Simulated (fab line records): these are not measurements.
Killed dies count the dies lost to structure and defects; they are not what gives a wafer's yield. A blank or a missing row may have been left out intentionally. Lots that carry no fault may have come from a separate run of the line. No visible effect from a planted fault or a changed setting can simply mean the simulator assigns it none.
One fault seen from 2 desks -- flow nand-harc -- each desk holds nothing but its own numbers, with what lay behind them at the end

## THE DEFECT DESK
What the inspections along the route counted, lot by lot: means of the sampled wafers that have a number. The brackets show how far a lot's mean lies from the usual mean; more than 4 standard deviations puts the lot out of limits, marked OUT.
Columns: A = raw-defect-count at NHARC_P_ZERO_WELL_INSPECT_43, usual 13; B = raw-defect-count at NHARC_P_STI_INSPECT_11, usual 5.7
lot,first seen here,A,B
L737,day 1 19:46,16,10.7
L738,day 2 01:34,10,4.7
L740,day 2 13:43,15,7.0
L744,day 3 13:33,15,5.7
L748,day 4 13:13,38 (+4.4) OUT,34.3 (+9.9) OUT
L749,day 4 19:21,36 (+4.0) OUT,32.0 (+9.1) OUT
L751,day 5 07:35,17,3.3
L752,day 5 13:37,10,6.3
L753,day 5 19:37,12,5.0
L754,day 6 01:49,13,4.3
L755,day 6 07:46,9,3.0
L757,day 6 19:40,6,4.3
L759,day 7 07:32,11,4.3
L760,day 7 13:37,20,5.7
This desk's finding: out of limits on L748, L749; first on L748, day 4 13:13 (raw-defect-count at NHARC_P_ZERO_WELL_INSPECT_43). L737, L738, L740, L744, L751, L752, L753, L754, L755, L757, L759, L760: within limits.

## METROLOGY DESK
Means of the sampled wafers that have a number, per lot and without regard to the tool the lot ran on: this is what the gauges read. The brackets show how far a lot's mean lies from the usual mean; more than 4 standard deviations puts the lot out of limits, marked OUT.
Columns: A = cd-nm at NHARC_P_ZERO_WELL_CD_MEAS_11, usual 500.6 nm; B = cd-nm at NHARC_P_STI_CD_MEAS_16, usual 200.3 nm
lot,first seen here,A,B
L737,day 1 13:22,499.1,199.6
L738,day 1 19:21,501.5,202.3
L740,day 2 07:19,500.2,201.0
L744,day 3 07:14,499.9,200.5
L748,day 4 07:07,501.4,197.9
L749,day 4 13:07,500.5,199.9
L751,day 5 01:14,500.6,200.1
L752,day 5 07:14,501.4,196.0
L753,day 5 13:16,500.4,200.5
L754,day 5 19:29,499.1,200.8
L755,day 6 01:11,500.9,206.3
L757,day 6 13:18,501.7,199.9
L759,day 7 01:09,501.5,202.5
L760,day 7 07:20,500.6,200.8
Finding of this desk: none of the 14 lots has anything out of limits.

## ALL TOGETHER
The defect desk could have raised an alarm at day 4 13:13, on L748, L749.
At the metrology desk, nothing out of limits was observed.
The metrology desk holds a record of L748, L749, inside its limits.
On pecvd-03, each named lot ran NHARC_P_ZERO_WELL_PECVD_02.

## WHAT THE SIMULATOR PUT IN
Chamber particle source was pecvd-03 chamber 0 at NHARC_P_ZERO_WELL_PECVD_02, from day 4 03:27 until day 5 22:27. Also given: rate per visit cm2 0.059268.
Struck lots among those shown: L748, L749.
Hours from the fault's start to each desk's first reading out of limits: the defect desk, 10.
